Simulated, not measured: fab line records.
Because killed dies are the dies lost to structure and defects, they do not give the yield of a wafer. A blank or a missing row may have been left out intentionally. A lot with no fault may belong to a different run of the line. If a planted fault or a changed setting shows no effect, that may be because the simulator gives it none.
A lot that was struck, set against a sound lot | flow nand-harc | 42 out of 1302 route steps
Sound: these wafers, L391.3, L391.5, L391.6. Struck: wafers L403.1, L403.5, L403.6. The cause is named last.
Per side, at each step with rows, come the tool, then ch with its chambers, and then its first start. Under that, the readings that differ: sound wafers | struck wafers | difference of the means | sigmas: that difference in standard deviations of wafers without a fault.
alike: readings with means less than 2 such deviations apart, plus words and numbers identical on both sides. not compared: withheld readings, readings lacking a value on some wafer, bounds such as >300 that could conceal the same value, and numbers that have no deviation in the record and whose values overlap.
A row with sigmas, a row that says differs or no value, or rows on one side alone: a step with any of these is where the two part. Non-overlapping numbers with no deviation appear without sigmas and do not part them. A reading that every wafer of one side lacks parts them only if that side has two wafers or more.

NHARC_P_GATE_CD_MEAS_59: target cd 720 nm.
  sound on cd-sem-03 ch 0, day 6 01:50; struck on cd-sem-01 ch 0, day 10 19:28
  alike: cd-nm
then, 4 steps without rows for these wafers: NHARC_P_GATE_HARDBAKE_60 (time 80 s); NHARC_P_GATE_DESCUM_61 (chemistry O2, time 3 s); NHARC_P_GATE_IMPLANT_62; NHARC_P_GATE_STRIP_112 (strips in N2/H2, time 200 s).
NHARC_P_GATE_STRIP_76: strips in O2.
  sound on plasma-asher-02 ch 0,1, day 6 14:17; struck on plasma-asher-02 ch 0,1, day 10 20:17
  alike: drypump-motor-current-A, heater-power-w
  not compared: rf-hours-counter-h
then, 6 steps without rows for these wafers: NHARC_P_GATE_STRIP_63 (strips in SPM, time 900 s); NHARC_P_GATE_DEHYDRATE_83 (time 120 s); NHARC_P_GATE_HMDS_84 (time 30 s); NHARC_P_GATE_COAT_85; NHARC_P_GATE_SOFTBAKE_86 (time 95 s); NHARC_P_GATE_EBR_87.
NHARC_P_GATE_EXPOSE_88: exposes mask P HVN, target cd 2000 nm.
  sound on krf-scanner-04 ch 0, day 6 15:01; struck on krf-scanner-04 ch 0, day 10 21:03
  reading                        | sound                | struck            | difference | sigmas
  model.P_GATE.overlay-x-nm (nm) | -4.374 -4.374 -4.374 | 612.6 612.6 612.6 | +617.0     |
  alike: mask, exposure-dose-mJ-cm2
then, 2 steps without rows for these wafers: NHARC_P_GATE_PEB_89 (peb time 85 s); NHARC_P_GATE_DEVELOP_90 (time 70 s).
NHARC_P_GATE_CD_MEAS_91: target cd 2000 nm.
  sound on cd-sem-02 ch 0, day 6 15:11; struck on cd-sem-03 ch 0, day 10 21:14
  alike: cd-nm
then, 1 step without rows for these wafers: NHARC_P_GATE_HARDBAKE_92 (time 80 s).
NHARC_P_GATE_DESCUM_93: chemistry O2, time 3 s.
  sound on rie-diel-13 ch 0,2,3, day 6 15:22; struck on rie-diel-09 ch 1,2,3, day 10 21:23
  reading               | sound             | struck            | difference | sigmas
  oes-product-au (a.u.) | 1.009 1.009 1.017 | 0.993 0.992 0.990 | -0.020     | -3
  alike: drypump-motor-current-A, rf-vpp-V, showerhead-plenum-p-Torr, throttle-valve-pct
  not compared: rf-hours-counter-h
then, 4 steps without rows for these wafers: NHARC_P_GATE_IMPLANT_94; NHARC_P_GATE_STRIP_113 (strips in N2/H2, time 740 s); NHARC_P_GATE_STRIP_95 (strips in O2); NHARC_P_GATE_STRIP_96 (strips in SPM, time 900 s).
NHARC_P_GATE_RTA_64: time 1 s.
  sound on rtp-anneal-01 ch 0, day 6 17:02; struck on rtp-anneal-02 ch 0, day 10 23:04
  reading            | sound          | struck         | difference | sigmas
  lamp-power-pct (%) | 36.7 36.6 36.7 | 33.4 33.3 33.3 | -3.3       | -2
  alike: wafer_temp_C_max
then, 8 steps without rows for these wafers: NHARC_P_GATE_ETCH_77 (etches SiO2 in dHF, target depth 6 nm); NHARC_P_GATE_DEGAS_109 (time 60 s); NHARC_P_GATE_PRE_CLEAN_110 (time 30 s); NHARC_P_GATE_SPUTTER_78 (material Ni, target thk 10 nm); NHARC_P_GATE_SPUTTER_79 (material TiN, target thk 10 nm); NHARC_P_GATE_RTA_80 (time 30 s); NHARC_P_GATE_STRIP_67 (strips in SPM, time 600 s); NHARC_P_GATE_RTA_82 (time 30 s).
NHARC_P_GATE_INSPECT_68:
  struck on defect-inspect-02, day 11 00:20; sound on defect-inspect-01, day 6 18:20
  alike: raw-defect-count
NHARC_P_CONTACT_DEP_30: deposits SiNx, target thk 30 nm.
  sound on pecvd-02 ch 0,1,2, day 6 18:29; struck on pecvd-03 ch 1,2, day 11 00:25
  alike: heater-power-w
NHARC_P_CONTACT_DEP_00: deposits SiO2, target thk 500 nm.
  sound on pecvd-02 ch 0,1,2; struck on pecvd-03 ch 1,2
  alike: heater-power-w, throttle-valve-pct
then, 7 steps without rows for these wafers: NHARC_P_CONTACT_CMP_01 (polishes SiO2, target thk 200 nm); NHARC_P_CONTACT_SRD_03; NHARC_P_CONTACT_DEHYDRATE_04 (time 120 s); NHARC_P_CONTACT_HMDS_05 (time 30 s); NHARC_P_CONTACT_COAT_33 (time 75 s); NHARC_P_CONTACT_COAT_34 (time 65 s); NHARC_P_CONTACT_COAT_06 (resist thk 90 nm).
-- record jumps: 19 days between struck wafers' starts before vs after; left off in module P_CONTACT, resumes in module END, first step shown is number 1302 of the route --
NHARC_END_SORT_01:
  the record has rows for the struck wafers here (prober-01 ch 0, day 29 15:55) and none for the sound ones

## WHERE THEY PART
At NHARC_P_GATE_DESCUM_93 first; at NHARC_END_SORT_01 last (within this record only).

WHY: what had been put in by the simulator
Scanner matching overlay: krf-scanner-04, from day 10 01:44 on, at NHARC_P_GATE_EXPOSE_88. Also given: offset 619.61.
